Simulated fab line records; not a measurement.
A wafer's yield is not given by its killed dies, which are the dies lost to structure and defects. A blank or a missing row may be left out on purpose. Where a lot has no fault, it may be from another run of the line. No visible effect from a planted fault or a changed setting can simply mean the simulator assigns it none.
Problem report, 8D (eight disciplines) form, completed by code -- flow nand_harc -- the parts of the form that need people (team, actions taken, sign-off) are left out

== 1. WHAT IS WRONG ==
NHARC_END_SORT_01, killed_dies: mean 603 over 1 wafer from 1 lot; wafers with no fault: 64, standard deviation 16. That is +34 standard deviations from the usual mean.
First seen on wafer L269.4, day 28 14:27, on prober-02. The record holds 3 wafers of 1 lot with a number at this step. Rule for "out" (also "out of limits"): further than 4 standard deviations from the usual mean. The rest of the wafers with a number are treated as sound.

== 2. WHAT IT IS, WHAT IT ISN'T ==
question,is,is not
which readings at this step,"killed_dies, killed_at_array","killed_at_periphery, killed_short"
which lots,L269,-
which wafers of those lots,L269.4,"L269.2, L269.6"
read on which gauges,prober-02,-
when,from day 28 14:27,up to then (1 sound wafer); but 1 sound wafer of L269 came after

== 3. WHAT RULES OUT EACH SUSPECT ==
Counting: any tool at a process step up to the reading remains a suspect provided it ran every lot that is out. Sound lots after the first of them don't rule it out here, since some wafers of a struck lot are sound.
- the gauge at NHARC_END_SORT_01: ruled out. All the wafers that are out were read on prober-02, but those of them that NHARC_A_WL_FILL_ETCHBACK_04 has rows for are out there too, on other tools.
- rie_diel-07 at NHARC_A_SLIT_ETCH_24 (etches the open film in CF4/CHF3, target depth 121 nm, time 60.5 s): kept. It ran the lot that is out, L269 (day 23 17:32).
- har_etch-01 at NHARC_A_SLIT_ETCH_17 (etches the open film in C4F8/O2/Ar, time 4254.5 s, target depth 20300 nm): kept. It ran the lot that is out, L269 (day 23 18:41).
- rie_metal-02 at NHARC_A_WL_FILL_ETCHBACK_04 (etches the open film in NF3, target depth 60 nm, time 120 s): kept. It ran the lot that is out, L269 (day 24 07:48). Out on those wafers are its own readings of run_length_s.
- rie_diel-11 at NHARC_A_WL_FILL_STRIP_29 (strips in O2, time 20 s): kept. It ran the lot that is out, L269 (day 24 20:24).
- rie_diel-07, NHARC_A_SLIT_ETCH_24: wafers that are out in chamber 1, sound lot-mates in chambers 0, 3.
- Within rie_metal-02 at NHARC_A_WL_FILL_ETCHBACK_04, the wafers that are out were processed in chamber 0 and their sound lot-mates in chamber 1.
Left after counting: rie_diel-07 at NHARC_A_SLIT_ETCH_24, har_etch-01 at NHARC_A_SLIT_ETCH_17, rie_metal-02 at NHARC_A_WL_FILL_ETCHBACK_04, rie_diel-11 at NHARC_A_WL_FILL_STRIP_29.

== 4. THE CAUSE (what the simulator had put in) ==
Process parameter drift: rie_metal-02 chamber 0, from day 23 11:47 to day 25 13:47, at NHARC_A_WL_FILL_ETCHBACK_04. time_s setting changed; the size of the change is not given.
Of the 4 suspects that counting leaves, this tool is one.

== 5. THE CHAIN OF EFFECTS, in route order ==
One row per reading whose mean, taken over the struck wafers that have a number, lies over 3 standard deviations from the usual. Scope: only readings with a usual standard deviation given in the record; hours: median across lots of the time from each lot's start at the first step in this table that gives one to its start at this step; sigmas: change in usual standard deviations.
hours,step,reading,usual,on struck wafers,change,sigmas
0,NHARC_A_WL_FILL_ETCHBACK_04,run_length_s,141.3 s,99.4,-41.9,-87
103,NHARC_END_SORT_01,killed_at_array,59,592,+533,+33
103,NHARC_END_SORT_01,killed_dies,64,603,+539,+34
Here are the process steps it includes:
- NHARC_A_WL_FILL_ETCHBACK_04: etches the open film in NF3, target depth 60 nm, time 120 s.

== 6. WHAT WOULD HAVE CAUGHT IT SOONER ==
In this record the first reading out of limits at a measuring or inspecting step was taken at day 28 14:27, 123 hours after the fault began at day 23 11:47.
The tool's own readings at NHARC_A_WL_FILL_ETCHBACK_04 were out on every struck wafer that the step has a row for (run_length_s): an alarm limit on them would have fired on the first of those.
All the lots that are out (1) had begun NHARC_A_WL_FILL_ETCHBACK_04 on rie_metal-02 by day 28 14:27. Tool hold at that time: it would have spared none of them.
